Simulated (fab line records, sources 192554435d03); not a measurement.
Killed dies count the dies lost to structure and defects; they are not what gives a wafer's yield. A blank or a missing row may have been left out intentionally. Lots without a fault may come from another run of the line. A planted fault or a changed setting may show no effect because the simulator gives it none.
Chamber matching || flow n5 finfet || rie diel-04 running N5_BEOL_M9_STRIP_67: 4 sister chambers
The step strips in CF4. 20 wafers are shown with their chamber, then 10 later ones without.

WAFERS WITH THEIR CHAMBER
{"wafer": "L074.2", "chamber": 2, "showerhead plenum p Torr (Torr)": 1.79, "throttle valve pct (%)": 13.61, "oes product au (a.u.)": 0.73}
{"wafer": "L074.4", "chamber": 0, "showerhead plenum p Torr (Torr)": 1.69, "throttle valve pct (%)": 13.78, "oes product au (a.u.)": 0.70}
{"wafer": "L074.6", "chamber": 2, "showerhead plenum p Torr (Torr)": 1.79, "throttle valve pct (%)": 13.63, "oes product au (a.u.)": 0.73}
{"wafer": "L075.1", "chamber": 2, "showerhead plenum p Torr (Torr)": 1.79, "throttle valve pct (%)": 13.65, "oes product au (a.u.)": 0.73}
{"wafer": "L075.4", "chamber": 3, "showerhead plenum p Torr (Torr)": 1.89, "throttle valve pct (%)": 13.52, "oes product au (a.u.)": 0.84}
{"wafer": "L075.6", "chamber": 0, "showerhead plenum p Torr (Torr)": 1.69, "throttle valve pct (%)": 13.79, "oes product au (a.u.)": 0.70}
{"wafer": "L076.3", "chamber": 0, "showerhead plenum p Torr (Torr)": 1.69, "throttle valve pct (%)": 13.81, "oes product au (a.u.)": 0.70}
{"wafer": "L076.5", "chamber": 0, "showerhead plenum p Torr (Torr)": 1.69, "throttle valve pct (%)": 13.80, "oes product au (a.u.)": 0.69}
{"wafer": "L076.6", "chamber": 3, "showerhead plenum p Torr (Torr)": 1.89, "throttle valve pct (%)": 13.54, "oes product au (a.u.)": 0.83}
{"wafer": "L077.2", "chamber": 0, "showerhead plenum p Torr (Torr)": 1.69, "throttle valve pct (%)": 13.80, "oes product au (a.u.)": 0.70}
{"wafer": "L077.4", "chamber": 3, "showerhead plenum p Torr (Torr)": 1.89, "throttle valve pct (%)": 13.53, "oes product au (a.u.)": 0.83}
{"wafer": "L077.5", "chamber": 2, "showerhead plenum p Torr (Torr)": 1.78, "throttle valve pct (%)": 13.66, "oes product au (a.u.)": 0.73}
{"wafer": "L078.1", "chamber": 2, "showerhead plenum p Torr (Torr)": 1.78, "throttle valve pct (%)": 13.67, "oes product au (a.u.)": 0.72}
{"wafer": "L078.3", "chamber": 0, "showerhead plenum p Torr (Torr)": 1.69, "throttle valve pct (%)": 13.81, "oes product au (a.u.)": 0.70}
{"wafer": "L078.4", "chamber": 0, "showerhead plenum p Torr (Torr)": 1.69, "throttle valve pct (%)": 13.80, "oes product au (a.u.)": 0.70}
{"wafer": "L086.1", "chamber": 1, "showerhead plenum p Torr (Torr)": 1.82, "throttle valve pct (%)": 13.16, "oes product au (a.u.)": 0.93}
{"wafer": "L086.3", "chamber": 3, "showerhead plenum p Torr (Torr)": 1.89, "throttle valve pct (%)": 13.59, "oes product au (a.u.)": 0.82}
{"wafer": "L086.5", "chamber": 2, "showerhead plenum p Torr (Torr)": 1.78, "throttle valve pct (%)": 13.67, "oes product au (a.u.)": 0.72}
{"wafer": "L091.3", "chamber": 1, "showerhead plenum p Torr (Torr)": 1.81, "throttle valve pct (%)": 13.19, "oes product au (a.u.)": 0.90}
{"wafer": "L091.5", "chamber": 2, "showerhead plenum p Torr (Torr)": 1.78, "throttle valve pct (%)": 13.72, "oes product au (a.u.)": 0.71}

SIGNATURES (averages over the wafers above)
{"reading": "showerhead plenum p Torr", "chamber 0": 1.6900, "chamber 1": 1.8150, "chamber 2": 1.7843, "chamber 3": 1.8900, "scatter within a chamber": 0.00372}
{"reading": "throttle valve pct", "chamber 0": 13.7986, "chamber 1": 13.1750, "chamber 2": 13.6586, "chamber 3": 13.5450, "scatter within a chamber": 0.0266}
{"reading": "oes product au", "chamber 0": 0.6986, "chamber 1": 0.9150, "chamber 2": 0.7243, "chamber 3": 0.8300, "scatter within a chamber": 0.00832}
Rule: a wafer's distance from a chamber is the root of the sum, over the readings, of the square of ((its reading less the chamber's mean) divided by the reading's scatter). The wafer belongs to the nearest chamber; if the next one is less than 2 further off, it can't be placed. The scatter is the square root of a quotient: the sum, over the shown wafers, of each reading's squared deviation from its chamber's mean, divided by wafers minus chambers.

WAFERS WITH NO CHAMBER GIVEN
{"wafer": "L091.6", "showerhead plenum p Torr (Torr)": 1.89, "throttle valve pct (%)": 13.61, "oes product au (a.u.)": 0.81}
{"wafer": "L094.1", "showerhead plenum p Torr (Torr)": 1.81, "throttle valve pct (%)": 13.21, "oes product au (a.u.)": 0.90}
{"wafer": "L094.5", "showerhead plenum p Torr (Torr)": 1.81, "throttle valve pct (%)": 13.20, "oes product au (a.u.)": 0.90}
{"wafer": "L094.6", "showerhead plenum p Torr (Torr)": 1.89, "throttle valve pct (%)": 13.27, "oes product au (a.u.)": 0.97}
{"wafer": "L095.1", "showerhead plenum p Torr (Torr)": 1.77, "throttle valve pct (%)": 13.74, "oes product au (a.u.)": 0.70}
{"wafer": "L095.4", "showerhead plenum p Torr (Torr)": 1.89, "throttle valve pct (%)": 13.28, "oes product au (a.u.)": 0.94}
{"wafer": "L095.5", "showerhead plenum p Torr (Torr)": 1.77, "throttle valve pct (%)": 13.75, "oes product au (a.u.)": 0.70}
{"wafer": "L097.2", "showerhead plenum p Torr (Torr)": 1.81, "throttle valve pct (%)": 13.22, "oes product au (a.u.)": 0.89}
{"wafer": "L097.3", "showerhead plenum p Torr (Torr)": 1.89, "throttle valve pct (%)": 13.28, "oes product au (a.u.)": 0.93}
{"wafer": "L097.5", "showerhead plenum p Torr (Torr)": 1.89, "throttle valve pct (%)": 13.28, "oes product au (a.u.)": 0.94}

THE CHAMBER EACH PASSED THROUGH
{"wafer": "L091.6", "from the rows above": 3, "in truth": 3}
{"wafer": "L094.1", "from the rows above": 1, "in truth": 1}
{"wafer": "L094.5", "from the rows above": 1, "in truth": 1}
{"wafer": "L094.6", "from the rows above": "can't be placed: 3 or 1", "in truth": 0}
{"wafer": "L095.1", "from the rows above": 2, "in truth": 2}
{"wafer": "L095.4", "from the rows above": 3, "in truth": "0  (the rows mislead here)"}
{"wafer": "L095.5", "from the rows above": 2, "in truth": 2}
{"wafer": "L097.2", "from the rows above": 1, "in truth": 1}
{"wafer": "L097.3", "from the rows above": 3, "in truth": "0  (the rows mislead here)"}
{"wafer": "L097.5", "from the rows above": 3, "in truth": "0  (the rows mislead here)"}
Correctly placed: 6 of 10. Not placeable from these rows: 1 (in 0, the candidates include the true chamber). Placed wrongly: 3.
